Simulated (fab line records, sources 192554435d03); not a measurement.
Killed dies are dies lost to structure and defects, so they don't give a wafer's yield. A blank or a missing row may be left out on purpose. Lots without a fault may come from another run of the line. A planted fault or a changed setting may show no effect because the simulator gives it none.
Chamber matching | flow n5_finfet | N5_FIN_SAQP_SPACER2_ETCHBACK_29 on rie_diel-04: 4 sister chambers
The step etches SiO2 in CHF3/O2, target depth 12.2 nm, time 6.1 s. 14 wafers are shown with their chamber, then 7 later ones without.

WAFERS WITH THEIR CHAMBER
wafer  | chamber | rf_vpp_V (V) | drypump_motor_current_A (A) | showerhead_plenum_p_Torr (Torr)
L076.1 | 2       | 510          | 5.3                         | 2.40
L076.4 | 2       | 511          | 5.3                         | 2.40
L076.6 | 1       | 516          | 5.4                         | 2.50
L084.1 | 2       | 511          | 5.3                         | 2.39
L084.2 | 0       | 529          | 5.6                         | 2.56
L084.5 | 0       | 529          | 5.6                         | 2.56
L089.1 | 0       | 528          | 5.6                         | 2.55
L089.3 | 2       | 510          | 5.3                         | 2.38
L089.4 | 3       | 533          | 6.1                         | 2.38
L092.2 | 1       | 516          | 5.5                         | 2.49
L092.4 | 2       | 510          | 5.3                         | 2.38
L092.6 | 1       | 516          | 5.5                         | 2.49
L093.1 | 0       | 527          | 5.6                         | 2.55
L093.4 | 0       | 529          | 5.6                         | 2.55

SIGNATURES (means of the wafers above)
reading                  | chamber 0 | chamber 1 | chamber 2 | chamber 3 | scatter within a chamber
rf_vpp_V                 | 528.40    | 516.00    | 510.40    | 533.00    | 0.663
drypump_motor_current_A  | 5.600     | 5.467     | 5.300     | 6.100     | 0.0258
showerhead_plenum_p_Torr | 2.5540    | 2.4933    | 2.3900    | 2.3800    | 0.00766
Rule: a wafer's distance from a chamber is the root of the sum, over the readings, of the square of ((its reading less the chamber's mean) divided by the reading's scatter). The wafer belongs to the nearest chamber; if the next one is less than 2 further off, it can't be placed. The scatter: the root of (the sum of the squares of (reading less its chamber's mean) over the shown wafers, divided by (wafers less chambers)).

WAFERS WITHOUT THEIR CHAMBER
wafer  | rf_vpp_V (V) | drypump_motor_current_A (A) | showerhead_plenum_p_Torr (Torr)
L093.6 | 516          | 5.5                         | 2.49
L095.3 | 528          | 5.6                         | 2.55
L095.5 | 509          | 5.3                         | 2.38
L095.6 | 517          | 5.5                         | 2.48
L097.2 | 527          | 5.6                         | 2.54
L097.4 | 532          | 6.1                         | 2.38
L097.5 | 510          | 5.3                         | 2.38

WHICH CHAMBER EACH WENT THROUGH
wafer  | from the rows above | in truth
L093.6 | 1                   | 1
L095.3 | 0                   | 0
L095.5 | 2                   | 2
L095.6 | 1                   | 1
L097.2 | 0                   | 0
L097.4 | 3                   | 3
L097.5 | 2                   | 2
Placed correctly: 7 of 7. Can't be placed from these rows: 0. Placed wrongly: 0.
